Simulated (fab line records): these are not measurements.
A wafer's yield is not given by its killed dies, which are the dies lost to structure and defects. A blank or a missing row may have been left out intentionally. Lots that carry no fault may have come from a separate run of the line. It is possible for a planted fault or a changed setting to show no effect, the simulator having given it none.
Struck lot and sound lot, side by side / flow nand harc / 15 out of 1159 route steps
Sound: wafers L386.1, L386.2, L386.5. Struck: wafers L404.1, L404.2. (L404.3 of the same lot was not struck and is left out.) The cause comes at the end.
Per side, at each step with rows, come the tool, then ch with its chambers, and then its first start. Under that, the readings that differ: sound wafers / struck wafers / difference of the means / sigmas: that difference in standard deviations of wafers without a fault.
alike: words and numbers the same on both sides, and readings whose means are apart by under 2 such deviations; not compared: readings that were withheld, readings missing a value for some wafer, numbers with overlapping values and no deviation given by the record, and bounds like >300 which may hide the same value.
A row with sigmas, a row that says differs or no value, or rows on one side alone: a step with any of these is where the two part. Numbers that have no deviation but don't overlap get no sigmas and don't part them. A reading missing from all wafers of one side parts the sides only when that side holds two or more wafers.

NHARC_P_START_INSPECT_01:
  sound on defect inspect-02 at day 1 12:02; struck on defect inspect-02 at day 6 00:02
  alike: raw defect count
then, 10 steps without rows for these wafers: NHARC_P_ZERO_WELL_PRECLEAN_00 (cleans in SPM, time 600 s); NHARC_P_ZERO_WELL_SRD_01; NHARC_P_ZERO_WELL_PECVD_02 (deposits SiO2, target thk 10 nm); NHARC_P_ZERO_WELL_DEHYDRATE_03 (time 120 s); NHARC_P_ZERO_WELL_HMDS_04 (time 30 s); NHARC_P_ZERO_WELL_COAT_64 (time 65 s); NHARC_P_ZERO_WELL_COAT_05 (resist thk 600 nm); NHARC_P_ZERO_WELL_SOFTBAKE_06 (time 70 s); NHARC_P_ZERO_WELL_EBR_07; NHARC_P_ZERO_WELL_EXPOSE_08 (exposes mask P ZERO, target cd 500 nm).
NHARC_P_ZERO_WELL_PEB_09: peb time 80 s.
  sound on litho track-03 ch 0, day 1 13:03; struck on litho track-07 ch 0, day 6 01:10
reading=heater power total W (W); sound=190.8 188.5 189.9; struck=236.3 237.6; difference=+47.2; sigmas=+60
  alike: chill plate temp C
then, 1 step without rows for these wafers: NHARC_P_ZERO_WELL_DEVELOP_10 (time 50 s).
NHARC_P_ZERO_WELL_CD_MEAS_11 targets a cd of 500 nm.
  sound on cd sem-03 ch 0, day 1 13:08; struck on cd sem-02 ch 0, day 6 01:14
reading=cd nm (nm); sound=503.3 504.2 502.1; struck=477.0 481.7; difference=-23.8; sigmas=-10
then, 1 step without rows for these wafers: NHARC_P_ZERO_WELL_HARDBAKE_12 (time 65 s).

## WHERE THEY PART
First at NHARC_P_ZERO_WELL_PEB_09; last, within this record, at NHARC_P_ZERO_WELL_CD_MEAS_11.

WHY: what had been put in by the simulator
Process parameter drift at NHARC_P_ZERO_WELL_PEB_09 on litho track-07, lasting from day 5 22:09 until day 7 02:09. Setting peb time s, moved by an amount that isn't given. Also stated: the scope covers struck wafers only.
